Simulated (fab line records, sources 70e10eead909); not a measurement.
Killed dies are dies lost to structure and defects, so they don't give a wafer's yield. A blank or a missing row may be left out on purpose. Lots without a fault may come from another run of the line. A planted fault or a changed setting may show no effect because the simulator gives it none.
Chamber matching | flow nand_harc | NHARC_A_BLC_ALD_23 on ald_metal-03: 4 sister chambers
The step deposits TiN, target thk 3 nm, pulse time 1 s, ald cycles 150. 8 wafers are shown with their chamber, then 9 later ones without.

WAFERS WITH THEIR CHAMBER
wafer  | chamber | heater_power_w (W) | precursor_pulse_height_rel
L080.4 | 2       | 1052               | 0.997
L080.5 | 0       | 1395               | 1.006
L082.6 | 0       | 1367               | 0.951
L084.1 | 1       | 1151               | 1.016
L084.6 | 3       | 1125               | 0.986
L087.2 | 2       | 1049               | 1.003
L087.4 | 3       | 1166               | 0.979
L087.5 | 1       | 1144               | 0.979

WAFERS WITHOUT THEIR CHAMBER
wafer  | heater_power_w (W) | precursor_pulse_height_rel
L088.3 | 1181               | 1.034
L088.5 | 1156               | 0.991
L088.6 | 1034               | 0.986
L090.1 | 1376               | 1.002
L090.3 | 1052               | 1.023
L090.6 | 1313               | 1.021
L096.4 | 1154               | 1.014
L096.5 | 1368               | 1.022
L096.6 | 1122               | 0.967

WHICH CHAMBER EACH WENT THROUGH
wafer  | from the rows above     | in truth
L088.3 | can't be placed: 1 or 3 | 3
L088.5 | can't be placed: 1 or 3 | 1
L088.6 | 2                       | 2
L090.1 | 0                       | 0
L090.3 | 2                       | 2
L090.6 | 0                       | 0
L096.4 | can't be placed: 1 or 3 | 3
L096.5 | 0                       | 0
L096.6 | can't be placed: 3 or 1 | 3
Placed correctly: 5 of 9. Can't be placed from these rows: 4 (the true chamber is among the candidates in 4). Placed wrongly: 0.
How it was worked out, from the rows above alone: a wafer's distance from a chamber is the root of the sum, over the readings, of the square of ((its reading less the chamber's mean) divided by the reading's scatter). The wafer belongs to the nearest chamber; if the next one is less than 2 further off, it can't be placed. A chamber's mean is the mean of its shown wafers. The scatter: the root of (the sum of the squares of (reading less its chamber's mean) over the shown wafers, divided by (wafers less chambers)).
